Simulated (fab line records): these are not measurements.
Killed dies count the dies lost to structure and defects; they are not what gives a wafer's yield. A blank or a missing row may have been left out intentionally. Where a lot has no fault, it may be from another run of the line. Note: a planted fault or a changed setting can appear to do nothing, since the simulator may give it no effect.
The tool behind it: which one? :: flow n5-finfet :: 24 wafers from 8 lots sampled at 6 of the route's 1938 steps

== WHAT THE GAUGES SHOWED, per wafer ==
N5_BEOL_M1_OCD_MEAS_38.
lot: L567
measured: day 6 15:47
on: ocd-02
trench-depth-nm (nm): 54.2 56.1 55.5

lot: L573
measured: day 7 17:02
on: ocd-02
trench-depth-nm (nm): 55.1 60.6 55.8

lot: L575
measured: day 8 05:10
on: ocd-01
trench-depth-nm (nm): 60.4 55.3 60.9

lot: L581
measured: day 9 23:22
on: ocd-01
trench-depth-nm (nm): 55.7 54.7 55.0

lot: L584
measured: day 10 14:43
on: ocd-01
trench-depth-nm (nm): 55.2 53.4 54.4

lot: L585
measured: day 11 01:01
on: ocd-01
trench-depth-nm (nm): 55.3 55.3 54.8

lot: L586
measured: day 11 01:26
on: ocd-02
trench-depth-nm (nm): 55.4 55.6 55.6

lot: L589
measured: day 11 14:08
on: ocd-02
trench-depth-nm (nm): 55.5 54.1 55.2

N5_BEOL_M4_RC_MEAS_101.
lot: L567
measured: day 8 01:31
on: prober-01
DIBL_N (mV/V): 35.5 36.4 35.7
DIBL_P (mV/V): 35.5 36.6 34.9
IOFF_N (nA/um): 0.14 0.15 0.14
IOFF_P (nA/um): 0.18 0.20 0.18
ION_N (uA/um): 657 674 666
ION_P (uA/um): 448 464 456
SS_N (mV/dec): 71.7 71.3 70.9
SS_P (mV/dec): 72.8 73.2 73.1
VT_N (mV): 253 254 250
VT_P (mV): -254 -251 -251

lot: L573
measured: day 9 04:58
on: prober-01
DIBL_N (mV/V): 38.8 36.9 37.5
DIBL_P (mV/V): 41.7 38.2 38.4
IOFF_N (nA/um): 0.23 0.18 0.19
IOFF_P (nA/um): 0.27 0.21 0.21
ION_N (uA/um): 694 676 683
ION_P (uA/um): 468 452 456
SS_N (mV/dec): 72.2 71.8 71.6
SS_P (mV/dec): 74.3 73.9 74.3
VT_N (mV): 245 250 248
VT_P (mV): -251 -252 -254

lot: L575
measured: day 9 20:14
on: prober-01
DIBL_N (mV/V): 37.3 37.0 39.7
DIBL_P (mV/V): 36.5 36.0 37.1
IOFF_N (nA/um): 0.18 0.16 0.23
IOFF_P (nA/um): 0.22 0.20 0.23
ION_N (uA/um): 679 680 675
ION_P (uA/um): 461 460 452
SS_N (mV/dec): 71.7 71.1 72.8
SS_P (mV/dec): 73.2 72.8 73.7
VT_N (mV): 246 250 244
VT_P (mV): -251 -249 -251

lot: L581
measured: day 11 09:52
on: prober-01
DIBL_N (mV/V): 38.3 38.2 35.9
DIBL_P (mV/V): 38.9 39.0 36.5
IOFF_N (nA/um): 0.21 0.21 0.16
IOFF_P (nA/um): 0.27 0.26 0.21
ION_N (uA/um): 691 691 681
ION_P (uA/um): 467 470 467
SS_N (mV/dec): 71.7 71.4 71.6
SS_P (mV/dec): 74.6 74.2 72.9
VT_N (mV): 247 246 251
VT_P (mV): -247 -248 -250

lot: L584
measured: day 12 06:56
on: prober-02
DIBL_N (mV/V): 38.5 35.0 32.8
DIBL_P (mV/V): 38.0 34.8 32.0
IOFF_N (nA/um): 0.19 0.13 0.11
IOFF_P (nA/um): 0.24 0.20 0.16
ION_N (uA/um): 676 654 660
ION_P (uA/um): 466 458 455
SS_N (mV/dec): 71.9 71.2 70.6
SS_P (mV/dec): 73.7 72.8 72.6
VT_N (mV): 248 252 253
VT_P (mV): -249 -252 -255

lot: L585
measured: day 12 15:16
on: prober-02
DIBL_N (mV/V): 36.3 34.8 37.2
DIBL_P (mV/V): 35.0 33.8 35.8
IOFF_N (nA/um): 0.17 0.13 0.18
IOFF_P (nA/um): 0.26 0.23 0.26
ION_N (uA/um): 681 668 681
ION_P (uA/um): 470 469 471
SS_N (mV/dec): 71.5 71.8 71.3
SS_P (mV/dec): 72.7 72.6 73.8
VT_N (mV): 247 254 247
VT_P (mV): -245 -245 -245

lot: L586
measured: day 12 21:56
on: prober-01
DIBL_N (mV/V): 37.1 36.4 38.0
DIBL_P (mV/V): 37.7 35.5 38.3
IOFF_N (nA/um): 0.17 0.15 0.21
IOFF_P (nA/um): 0.27 0.22 0.28
ION_N (uA/um): 679 668 702
ION_P (uA/um): 465 461 472
SS_N (mV/dec): 72.8 71.0 73.2
SS_P (mV/dec): 73.5 73.3 74.1
VT_N (mV): 248 252 244
VT_P (mV): -245 -245 -245

lot: L589
measured: day 13 07:12
on: prober-02
DIBL_N (mV/V): 37.5 38.9 35.0
DIBL_P (mV/V): 38.7 40.3 35.1
IOFF_N (nA/um): 0.20 0.23 0.14
IOFF_P (nA/um): 0.28 0.30 0.22
ION_N (uA/um): 681 696 660
ION_P (uA/um): 473 471 468
SS_N (mV/dec): 72.4 72.0 71.2
SS_P (mV/dec): 74.4 74.2 73.2
VT_N (mV): 244 245 251
VT_P (mV): -247 -243 -249

== WHICH TOOL RAN EACH LOT (tool, then ch and the chambers of the sampled wafers, then the start) ==
lot: L567
N5_BEOL_M1_ETCHBACK_99: rie-diel-01 ch 0,1,3, day 6 15:23
N5_BEOL_M1_ETCH_70: rie-diel-01 ch 0,1,3, day 6 15:26
N5_BEOL_M1_VIA_ETCH_34: rie-diel-01 ch 0,1,3, day 6 15:32
N5_BEOL_M1_TRENCH_ETCH_37: rie-diel-01 ch 0,1,3, day 6 15:38

lot: L573
N5_BEOL_M1_ETCHBACK_99: rie-diel-01 ch 2,3, day 7 16:39
N5_BEOL_M1_ETCH_70: rie-diel-01 ch 2,3, day 7 16:41
N5_BEOL_M1_VIA_ETCH_34: rie-diel-01 ch 2,3, day 7 16:47
N5_BEOL_M1_TRENCH_ETCH_37: rie-diel-01 ch 2,3, day 7 16:53

lot: L575
N5_BEOL_M1_ETCHBACK_99: rie-diel-01 ch 2,3, day 8 04:47
N5_BEOL_M1_ETCH_70: rie-diel-01 ch 2,3, day 8 04:49
N5_BEOL_M1_VIA_ETCH_34: rie-diel-01 ch 2,3, day 8 04:55
N5_BEOL_M1_TRENCH_ETCH_37: rie-diel-01 ch 2,3, day 8 05:01

lot: L581
N5_BEOL_M1_ETCHBACK_99: rie-diel-03 ch 2,3, day 9 22:58
N5_BEOL_M1_ETCH_70: rie-diel-03 ch 2,3, day 9 23:00
N5_BEOL_M1_VIA_ETCH_34: rie-diel-03 ch 2,3, day 9 23:07
N5_BEOL_M1_TRENCH_ETCH_37: rie-diel-03 ch 2,3, day 9 23:12

lot: L584
N5_BEOL_M1_ETCHBACK_99: rie-diel-06 ch 0,1,2, day 10 14:19
N5_BEOL_M1_ETCH_70: rie-diel-06 ch 0,1,2, day 10 14:22
N5_BEOL_M1_VIA_ETCH_34: rie-diel-06 ch 0,1,2, day 10 14:28
N5_BEOL_M1_TRENCH_ETCH_37: rie-diel-06 ch 0,1,2, day 10 14:34

lot: L585
N5_BEOL_M1_ETCHBACK_99: rie-diel-01 ch 2,3, day 11 00:38
N5_BEOL_M1_ETCH_70: rie-diel-01 ch 2,3, day 11 00:40
N5_BEOL_M1_VIA_ETCH_34: rie-diel-01 ch 2,3, day 11 00:46
N5_BEOL_M1_TRENCH_ETCH_37: rie-diel-01 ch 2,3, day 11 00:52

lot: L586
N5_BEOL_M1_ETCHBACK_99: rie-diel-01 ch 1,2,3, day 11 01:03
N5_BEOL_M1_ETCH_70: rie-diel-01 ch 1,2,3, day 11 01:05
N5_BEOL_M1_VIA_ETCH_34: rie-diel-01 ch 1,2,3, day 11 01:11
N5_BEOL_M1_TRENCH_ETCH_37: rie-diel-01 ch 1,2,3, day 11 01:17

lot: L589
N5_BEOL_M1_ETCHBACK_99: rie-diel-01 ch 0,1,3, day 11 13:44
N5_BEOL_M1_ETCH_70: rie-diel-01 ch 0,1,3, day 11 13:47
N5_BEOL_M1_VIA_ETCH_34: rie-diel-01 ch 0,1,3, day 11 13:53
N5_BEOL_M1_TRENCH_ETCH_37: rie-diel-01 ch 0,1,3, day 11 13:59
- N5_BEOL_M1_ETCHBACK_99: etches SiO2 in CHF3, target depth 5 nm, time 10.4 s.
- N5_BEOL_M1_ETCH_70: etches SOC in N2/H2, target depth 80 nm, overetch 16 nm, time 120 s.
- N5_BEOL_M1_VIA_ETCH_34: etches the open film in C4F6/O2, target depth 67.8 nm, time 64.4 s.
- N5_BEOL_M1_TRENCH_ETCH_37: etches SiOC in C4F6/O2, target depth 55.207 nm, time 29 s.

== AS READ BY THE TOOLS THEMSELVES (means over the sampled wafers that have a number; for cases with no such wafer, the mark the record gives instead) ==
N5_BEOL_M1_ETCHBACK_99.
lot: L567
tool: rie-diel-01
bias-w (W): 47.12
drypump-motor-current-A (A): 5.7
mfc-ar-sccm (sccm): 199.4
oes-product-au (a.u.): 0.80
rf-vpp-V (V): 241
showerhead-plenum-p-Torr (Torr): 2.16
throttle-valve-pct (%): 16.92

lot: L573
tool: rie-diel-01
bias-w (W): 46.93
drypump-motor-current-A (A): 6.1
mfc-ar-sccm (sccm): 199.6
oes-product-au (a.u.): 0.78
rf-vpp-V (V): 240
showerhead-plenum-p-Torr (Torr): 2.05
throttle-valve-pct (%): 16.97

lot: L575
tool: rie-diel-01
bias-w (W): 46.85
drypump-motor-current-A (A): 6.2
mfc-ar-sccm (sccm): 200.0
oes-product-au (a.u.): 0.84
rf-vpp-V (V): 245
showerhead-plenum-p-Torr (Torr): 2.07
throttle-valve-pct (%): 16.89

lot: L581
tool: rie-diel-03
bias-w (W): 46.94
drypump-motor-current-A (A): 5.7
mfc-ar-sccm (sccm): 200.1
oes-product-au (a.u.): 0.70
rf-vpp-V (V): 240
showerhead-plenum-p-Torr (Torr): 2.15
throttle-valve-pct (%): 17.23

lot: L584
tool: rie-diel-06
bias-w (W): 46.83
drypump-motor-current-A (A): 5.6
mfc-ar-sccm (sccm): 199.6
oes-product-au (a.u.): 0.81
rf-vpp-V (V): 238
showerhead-plenum-p-Torr (Torr): 2.13
throttle-valve-pct (%): 16.97

lot: L585
tool: rie-diel-01
bias-w (W): 47.04
drypump-motor-current-A (A): 6.1
mfc-ar-sccm (sccm): 199.7
oes-product-au (a.u.): 0.75
rf-vpp-V (V): 241
showerhead-plenum-p-Torr (Torr): 2.04
throttle-valve-pct (%): 17.02

lot: L586
tool: rie-diel-01
bias-w (W): 47.06
drypump-motor-current-A (A): 6.0
mfc-ar-sccm (sccm): 200.2
oes-product-au (a.u.): 0.75
rf-vpp-V (V): 242
showerhead-plenum-p-Torr (Torr): 2.08
throttle-valve-pct (%): 17.00

lot: L589
tool: rie-diel-01
bias-w (W): 46.98
drypump-motor-current-A (A): 5.8
mfc-ar-sccm (sccm): 200.0
oes-product-au (a.u.): 0.75
rf-vpp-V (V): 241
showerhead-plenum-p-Torr (Torr): 2.15
throttle-valve-pct (%): 17.00

N5_BEOL_M1_ETCH_70.
lot: L567
tool: rie-diel-01
bias-w (W): 149.8
drypump-motor-current-A (A): 5.7
oes-product-au (a.u.): 0.61
rf-vpp-V (V): 524.1
showerhead-plenum-p-Torr (Torr): 2.55
throttle-valve-pct (%): 17.7

lot: L573
tool: rie-diel-01
bias-w (W): 150.0
drypump-motor-current-A (A): 6.1
oes-product-au (a.u.): 0.59
rf-vpp-V (V): 521.5
showerhead-plenum-p-Torr (Torr): 2.43
throttle-valve-pct (%): 17.8

lot: L575
tool: rie-diel-01
bias-w (W): 150.2
drypump-motor-current-A (A): 6.2
oes-product-au (a.u.): 0.64
rf-vpp-V (V): 522.0
showerhead-plenum-p-Torr (Torr): 2.46
throttle-valve-pct (%): 17.6

lot: L581
tool: rie-diel-03
bias-w (W): 150.5
drypump-motor-current-A (A): 5.7
oes-product-au (a.u.): 0.54
rf-vpp-V (V): 524.8
showerhead-plenum-p-Torr (Torr): 2.57
throttle-valve-pct (%): 18.2

lot: L584
tool: rie-diel-06
bias-w (W): 150.0
drypump-motor-current-A (A): 5.6
oes-product-au (a.u.): 0.62
rf-vpp-V (V): 523.6
showerhead-plenum-p-Torr (Torr): 2.52
throttle-valve-pct (%): 17.7

lot: L585
tool: rie-diel-01
bias-w (W): 150.1
drypump-motor-current-A (A): 6.2
oes-product-au (a.u.): 0.57
rf-vpp-V (V): 520.0
showerhead-plenum-p-Torr (Torr): 2.42
throttle-valve-pct (%): 17.8

lot: L586
tool: rie-diel-01
bias-w (W): 149.9
drypump-motor-current-A (A): 6.1
oes-product-au (a.u.): 0.57
rf-vpp-V (V): 522.0
showerhead-plenum-p-Torr (Torr): 2.46
throttle-valve-pct (%): 17.7

lot: L589
tool: rie-diel-01
bias-w (W): 150.3
drypump-motor-current-A (A): 5.7
oes-product-au (a.u.): 0.58
rf-vpp-V (V): 522.8
showerhead-plenum-p-Torr (Torr): 2.54
throttle-valve-pct (%): 17.7

N5_BEOL_M1_VIA_ETCH_34.
lot: L567
tool: rie-diel-01
bias-w (W): 170.0
drypump-motor-current-A (A): 5.8
mfc-ar-sccm (sccm): 300.6
oes-product-au (a.u.): 0.79
rf-vpp-V (V): 668
showerhead-plenum-p-Torr (Torr): 2.85
throttle-valve-pct (%): 30.5

lot: L573
tool: rie-diel-01
bias-w (W): 169.7
drypump-motor-current-A (A): 6.1
mfc-ar-sccm (sccm): 300.9
oes-product-au (a.u.): 0.77
rf-vpp-V (V): 665
showerhead-plenum-p-Torr (Torr): 2.71
throttle-valve-pct (%): 30.5

lot: L575
tool: rie-diel-01
bias-w (W): 170.1
drypump-motor-current-A (A): 6.2
mfc-ar-sccm (sccm): 299.5
oes-product-au (a.u.): 0.83
rf-vpp-V (V): 675
showerhead-plenum-p-Torr (Torr): 2.75
throttle-valve-pct (%): 30.4

lot: L581
tool: rie-diel-03
bias-w (W): 169.9
drypump-motor-current-A (A): 5.7
mfc-ar-sccm (sccm): 299.6
oes-product-au (a.u.): 0.70
rf-vpp-V (V): 664
showerhead-plenum-p-Torr (Torr): 2.85
throttle-valve-pct (%): 30.9

lot: L584
tool: rie-diel-06
bias-w (W): 169.7
drypump-motor-current-A (A): 5.6
mfc-ar-sccm (sccm): 300.2
oes-product-au (a.u.): 0.80
rf-vpp-V (V): 657
showerhead-plenum-p-Torr (Torr): 2.81
throttle-valve-pct (%): 30.6

lot: L585
tool: rie-diel-01
bias-w (W): 170.7
drypump-motor-current-A (A): 6.1
mfc-ar-sccm (sccm): 300.8
oes-product-au (a.u.): 0.74
rf-vpp-V (V): 663
showerhead-plenum-p-Torr (Torr): 2.70
throttle-valve-pct (%): 30.5

lot: L586
tool: rie-diel-01
bias-w (W): 170.0
drypump-motor-current-A (A): 6.1
mfc-ar-sccm (sccm): 300.0
oes-product-au (a.u.): 0.75
rf-vpp-V (V): 669
showerhead-plenum-p-Torr (Torr): 2.76
throttle-valve-pct (%): 30.5

lot: L589
tool: rie-diel-01
bias-w (W): 170.0
drypump-motor-current-A (A): 5.8
mfc-ar-sccm (sccm): 300.0
oes-product-au (a.u.): 0.75
rf-vpp-V (V): 666
showerhead-plenum-p-Torr (Torr): 2.84
throttle-valve-pct (%): 30.5

N5_BEOL_M1_TRENCH_ETCH_37.
lot: L567
tool: rie-diel-01
bias-w (W): 184.9
drypump-motor-current-A (A): 5.8
mfc-ar-sccm (sccm): 300.0
oes-product-au (a.u.): 0.79
rf-vpp-V (V): 667
showerhead-plenum-p-Torr (Torr): 2.86
throttle-valve-pct (%): 20.69

lot: L573
tool: rie-diel-01
bias-w (W): 201.2
drypump-motor-current-A (A): 6.1
mfc-ar-sccm (sccm): 299.8
oes-product-au (a.u.): 0.79
rf-vpp-V (V): 712
showerhead-plenum-p-Torr (Torr): 2.72
throttle-valve-pct (%): 20.72

lot: L575
tool: rie-diel-01
bias-w (W): 218.3
drypump-motor-current-A (A): 6.2
mfc-ar-sccm (sccm): 299.2
oes-product-au (a.u.): 0.87
rf-vpp-V (V): 768
showerhead-plenum-p-Torr (Torr): 2.75
throttle-valve-pct (%): 20.65

lot: L581
tool: rie-diel-03
bias-w (W): 185.1
drypump-motor-current-A (A): 5.7
mfc-ar-sccm (sccm): 301.0
oes-product-au (a.u.): 0.70
rf-vpp-V (V): 663
showerhead-plenum-p-Torr (Torr): 2.85
throttle-valve-pct (%): 20.97

lot: L584
tool: rie-diel-06
bias-w (W): 185.1
drypump-motor-current-A (A): 5.6
mfc-ar-sccm (sccm): 299.8
oes-product-au (a.u.): 0.81
rf-vpp-V (V): 657
showerhead-plenum-p-Torr (Torr): 2.81
throttle-valve-pct (%): 20.74

lot: L585
tool: rie-diel-01
bias-w (W): 184.9
drypump-motor-current-A (A): 6.1
mfc-ar-sccm (sccm): 299.9
oes-product-au (a.u.): 0.74
rf-vpp-V (V): 664
showerhead-plenum-p-Torr (Torr): 2.71
throttle-valve-pct (%): 20.76

lot: L586
tool: rie-diel-01
bias-w (W): 185.4
drypump-motor-current-A (A): 6.0
mfc-ar-sccm (sccm): 299.7
oes-product-au (a.u.): 0.76
rf-vpp-V (V): 669
showerhead-plenum-p-Torr (Torr): 2.76
throttle-valve-pct (%): 20.74

lot: L589
tool: rie-diel-01
bias-w (W): 185.0
drypump-motor-current-A (A): 5.7
mfc-ar-sccm (sccm): 300.5
oes-product-au (a.u.): 0.76
rf-vpp-V (V): 668
showerhead-plenum-p-Torr (Torr): 2.84
throttle-valve-pct (%): 20.75

== THE ANSWER, worked out from the rows above alone ==
Rule: what is usual is taken from the lots themselves. The widest of any qualifying gaps counts: lots, ordered by their means at a reading, are off when they make up no more than a third of the lots, leave a main group of 4 or more, and stand apart from it by 3 or more times the standard deviation of that group's means. If all means in a main group match to the digits the tables above print for the reading, that group is not used. Also off: a lot with no number at a reading for which 4 or more lots have one. The other lots that the step has rows for count as sound. After the gauges, taken in route order, come the tools' own readings; for these a lot's mean is taken, as printed above. The first step at which some lot is off is used, and at that step the reading that is off furthest; a lot without a number counts as furthest.
Off: L573, L575 (N5_BEOL_M1_OCD_MEAS_38, trench-depth-nm). The main group has a mean of 55.1 nm with a standard deviation of 0.37.
If a tool, at a process step before that reading, ran all the lots that are off and no sound lot after the first of them, it fits. Not tried: the gauges at N5_BEOL_M1_OCD_MEAS_38; whatever is off there is also off at N5_BEOL_M1_TRENCH_ETCH_37, on other tools, and gauge error can't account for it. Not one of the candidates tried fits.

== WHAT THE SIMULATOR HAD PUT IN ==
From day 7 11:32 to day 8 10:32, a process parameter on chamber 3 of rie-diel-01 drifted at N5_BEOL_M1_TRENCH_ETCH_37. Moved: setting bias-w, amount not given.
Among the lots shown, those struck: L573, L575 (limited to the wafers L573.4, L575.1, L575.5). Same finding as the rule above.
